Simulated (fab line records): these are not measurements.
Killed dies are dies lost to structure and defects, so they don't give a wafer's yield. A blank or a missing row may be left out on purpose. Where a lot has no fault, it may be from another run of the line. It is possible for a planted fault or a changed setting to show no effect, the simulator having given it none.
Chamber matching || flow nand-harc || NHARC_P_GATE_DESCUM_93 on rie-diel-06 has 4 sister chambers
The step chemistry O2, time 3 s. 8 wafers are shown with their chamber, then 7 later ones without.

== WAFERS PAIRED WITH THEIR CHAMBERS ==
{"wafer": "L079.1", "chamber": 1, "drypump-motor-current-A (A)": 6.1, "oes-product-au (a.u.)": 1.004}
{"wafer": "L081.6", "chamber": 3, "drypump-motor-current-A (A)": 6.0, "oes-product-au (a.u.)": 1.011}
{"wafer": "L082.5", "chamber": 0, "drypump-motor-current-A (A)": 4.7, "oes-product-au (a.u.)": 1.004}
{"wafer": "L086.2", "chamber": 2, "drypump-motor-current-A (A)": 5.8, "oes-product-au (a.u.)": 1.006}
{"wafer": "L086.4", "chamber": 0, "drypump-motor-current-A (A)": 4.8, "oes-product-au (a.u.)": 1.001}
{"wafer": "L086.6", "chamber": 2, "drypump-motor-current-A (A)": 5.8, "oes-product-au (a.u.)": 1.006}
{"wafer": "L088.2", "chamber": 1, "drypump-motor-current-A (A)": 6.1, "oes-product-au (a.u.)": 1.014}
{"wafer": "L088.3", "chamber": 3, "drypump-motor-current-A (A)": 6.0, "oes-product-au (a.u.)": 1.011}

== WAFERS WHOSE CHAMBER IS MISSING ==
{"wafer": "L088.5", "drypump-motor-current-A (A)": 6.0, "oes-product-au (a.u.)": 1.005}
{"wafer": "L091.2", "drypump-motor-current-A (A)": 5.8, "oes-product-au (a.u.)": 0.985}
{"wafer": "L091.4", "drypump-motor-current-A (A)": 6.1, "oes-product-au (a.u.)": 1.006}
{"wafer": "L091.5", "drypump-motor-current-A (A)": 5.8, "oes-product-au (a.u.)": 0.992}
{"wafer": "L092.2", "drypump-motor-current-A (A)": 6.1, "oes-product-au (a.u.)": 1.016}
{"wafer": "L092.4", "drypump-motor-current-A (A)": 5.8, "oes-product-au (a.u.)": 1.002}
{"wafer": "L092.5", "drypump-motor-current-A (A)": 6.1, "oes-product-au (a.u.)": 1.009}

== CHAMBER TAKEN BY EACH ==
{"wafer": "L088.5", "from the rows above": "can't be placed: 3 or 1", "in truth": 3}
{"wafer": "L091.2", "from the rows above": 2, "in truth": 2}
{"wafer": "L091.4", "from the rows above": 1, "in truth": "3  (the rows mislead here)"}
{"wafer": "L091.5", "from the rows above": 2, "in truth": 2}
{"wafer": "L092.2", "from the rows above": "can't be placed: 1 or 3", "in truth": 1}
{"wafer": "L092.4", "from the rows above": 2, "in truth": 2}
{"wafer": "L092.5", "from the rows above": 1, "in truth": 1}
Placed correctly: 4 of 7. From these rows, 2 cannot be placed; in 2 the true chamber is one of the candidates. Number placed wrongly: 1.
How it was worked out, from the rows above alone: a wafer's distance from a chamber is the root of the sum, over the readings, of the square of ((its reading less the chamber's mean) divided by the reading's scatter). If the next closest chamber is less than 2 further off than the closest, the wafer can't be placed; otherwise it belongs to the closest. A chamber's mean is the mean of its shown wafers. The scatter: the root of (the sum of the squares of (reading less its chamber's mean) over the shown wafers, divided by (wafers less chambers)).
